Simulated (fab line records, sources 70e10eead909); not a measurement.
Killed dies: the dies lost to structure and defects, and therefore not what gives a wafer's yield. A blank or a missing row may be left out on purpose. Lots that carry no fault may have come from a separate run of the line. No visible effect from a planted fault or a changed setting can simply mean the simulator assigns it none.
A struck lot beside a sound one | flow nand-harc | 15 out of 1302 route steps
Sound: wafers L147.1, L147.2, L147.4. Wafers struck: L157.2, L157.3, L157.4. At the end, the cause is stated.
For every step that has rows: the tool of each side, followed by ch and its chambers, followed by its first start. Under that, the readings that differ: sound wafers | struck wafers | difference of the means | sigmas: that difference in standard deviations of wafers without a fault.
alike: same words and numbers on both sides, and readings whose means sit less than 2 such deviations apart. not compared: any withheld reading, any reading some wafer has no value for, any bound like >300 that may hide the same value, and any number with overlapping values for which the record gives no deviation.
The two part at a step that has a row with sigmas, a row that says differs or no value, or rows on one side only. Numbers that don't overlap but have no deviation are shown without sigmas and don't part them. A reading that every wafer of one side lacks parts them only if that side has two wafers or more.

first, 4 steps without rows for these wafers: NHARC_A_DECK1_JOINT_CURE_26 (time 32 s); NHARC_A_DECK1_JOINT_ANNEAL_27 (time 3600 s); NHARC_A_DECK1_JOINT_ANNEAL_28 (time 1800 s); NHARC_A_DECK1_JOINT_ANNEAL_29 (time 1800 s).
NHARC_A_DECK1_JOINT_CMP_02: polishes SiOx.
  sound on cmp-02 ch 0,1,3, day 14 12:56; struck on cmp-04 ch 0,2,3, day 19 08:29
  alike: motor-current-A
after that, 1 step had no rows for these wafers: NHARC_A_DECK1_JOINT_SRD_15.
NHARC_A_DECK1_JOINT_DEP_16: deposits SiO2, target thk 45 nm.
  sound on pecvd-03 ch 0,1,2, day 14 13:20; struck on pecvd-01 ch 0,1,2, day 19 09:03
  alike: heater-power-w, mfc-precursor-sccm, throttle-valve-pct
NHARC_A_DECK1_JOINT_THK_MEAS_17: measures by ellipsometry.
  sound on film-metro-02 at day 14 13:36; struck on film-metro-01 at day 19 09:18
  alike: thk-nm
NHARC_A_DECK1_JOINT_INSPECT_05:
  sound on defect-inspect-01 at day 14 13:38; struck on defect-inspect-01 at day 19 09:20
  alike: raw-defect-count
then NHARC_A_ONON_D2_DEP_00 (target thk 1000 nm), 1 step lacking rows for these wafers.
NHARC_A_ONON_D2_THK_MEAS_02: measures by ellipsometry.
  sound on film-metro-01 at day 14 14:13; struck on film-metro-02 at day 19 09:55
  alike: thk-nm
NHARC_A_ONON_D2_DEP_03: target thk 1000 nm.
  sound on pecvd-onon-02 ch 0, day 14 14:16; struck on pecvd-onon-02 ch 0, day 19 10:02
NHARC_A_ONON_D2_THK_MEAS_05: measures by ellipsometry.
  sound on film-metro-02 at day 14 14:47; struck on film-metro-01 at day 19 10:29
  reading     | sound          | struck         | difference | sigmas
  thk-nm (nm) | 1009 1009 1008 | 1581 1582 1583 | +573       | +66
then NHARC_A_ONON_D2_DEP_06 (target thk 1000 nm), 1 step lacking rows for these wafers.
-- record jumps: 12 days between struck wafers' starts before vs after; left off in module A_ONON_D2, resumes in module END, first step shown is number 1302 of the route --
NHARC_END_SORT_01:
  at this point the record logs the struck wafers (prober-02 ch 0, day 31 15:53) and has no rows for the sound ones

== WHERE THEY PART ==
Earliest at NHARC_A_ONON_D2_THK_MEAS_05; latest, in this record, at NHARC_END_SORT_01.

WHY: what the simulator had put in
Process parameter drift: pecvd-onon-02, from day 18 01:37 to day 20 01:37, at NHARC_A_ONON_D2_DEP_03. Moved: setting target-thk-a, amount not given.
